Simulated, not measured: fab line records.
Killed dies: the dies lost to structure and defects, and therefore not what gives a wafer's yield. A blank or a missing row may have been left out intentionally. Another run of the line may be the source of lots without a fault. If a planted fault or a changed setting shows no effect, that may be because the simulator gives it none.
Which tool was responsible? ; flow nand-harc ; 13 lots with 39 wafers sampled at 2 steps, on a route of 1302 steps

== WHAT THE GAUGES READ, wafer by wafer ==
NHARC_A_BONDPAD_CD_MEAS_13.
lot;measured;on;cd-nm (nm)
L323;day 23 08:46;cd-sem-01;498.4 498.4 504.4
L324;day 23 10:28;cd-sem-03;503.4 500.2 500.6
L325;day 24 02:35;cd-sem-03;497.9 499.5 494.4
L327;day 24 08:04;cd-sem-01;496.9 499.6 499.5
L328;day 25 00:15;cd-sem-03;502.2 503.0 499.6
L335;day 28 04:19;cd-sem-02;502.1 498.3 503.2
L339;day 29 21:42;cd-sem-02;498.1 500.1 498.3
L340;day 30 08:34;cd-sem-03;499.9 500.4 501.8
L341;day 30 20:27;cd-sem-03;501.0 502.4 498.3
L343;day 30 23:14;cd-sem-01;503.1 503.2 500.7
L342;day 31 06:00;cd-sem-02;501.6 504.6 503.3
L344;day 32 03:30;cd-sem-03;502.9 502.9 500.9
L346;day 33 05:15;cd-sem-03;494.9 500.3 504.1

NHARC_HYBRID_BOND_OVL_MEAS_05.
lot;measured;on;overlay-x-nm (nm);overlay-y-nm (nm)
L323;day 23 20:31;overlay-02;9 -65 46;-14 -21 70
L324;day 23 20:31;overlay-01;22 26 -23;-15 8 25
L325;day 24 14:22;overlay-01;-4 -14 -21;-18 -44 23
L327;day 24 19:55;overlay-01;-4 6 -24;22 67 -16
L328;day 25 12:18;overlay-02;30 -13 24;-21 38 -22
L335;day 28 18:25;overlay-02;55 20 61;-53 -28 -40
L339;day 30 10:16;overlay-02;76 10 -41;-14 44 -44
L340;day 30 20:16;overlay-01;18 -1 -50;10 -9 -5
L341;day 31 08:44;overlay-02;4 -24 1;37 -34 -87
L343;day 31 08:44;overlay-01;25 -13 -7;4 43 -12
L342;day 31 20:28;overlay-01;-38 -42 11;15 -15 -39
L344;day 32 16:01;overlay-02;10 35 -50;32 38 -3
L346;day 33 16:57;overlay-01;3 -45 20;-30 26 -64

== TOOL THAT RAN EACH LOT (tool first, then ch and the chambers of the sampled wafers, then the start) ==
The record holds no process step before these readings.

== WHAT THE TOOLS THEMSELVES READ (means of the sampled wafers that have a number; where no wafer has one, the mark that the record gives instead) ==
The record holds no such reading with a usual standard deviation.

== THE ANSWER, worked out from the rows above alone ==
Rule: the usual values come from the lots themselves. Put in order of their means at a reading, lots are off if they are a third of the lots or fewer, leave a main group of 4 or more, and stand apart from it by a gap of 3 or more times the standard deviation of the main group's means; of several such gaps the widest counts. A main group whose means are all the same, to the digits that the tables above print for the reading, isn't used. Also off: a lot with no number at a reading for which 4 or more lots have one. Any other lot the step has rows for is counted as sound. First the gauges in route order, then the tools' own readings, where a lot's mean is used as printed above. The first step at which some lot is off is used, and at that step the reading that is off furthest; a lot without a number counts as furthest.
Nothing can be told from this: no lot is off at any reading shown.

== WHAT THE SIMULATOR HAD PUT IN ==
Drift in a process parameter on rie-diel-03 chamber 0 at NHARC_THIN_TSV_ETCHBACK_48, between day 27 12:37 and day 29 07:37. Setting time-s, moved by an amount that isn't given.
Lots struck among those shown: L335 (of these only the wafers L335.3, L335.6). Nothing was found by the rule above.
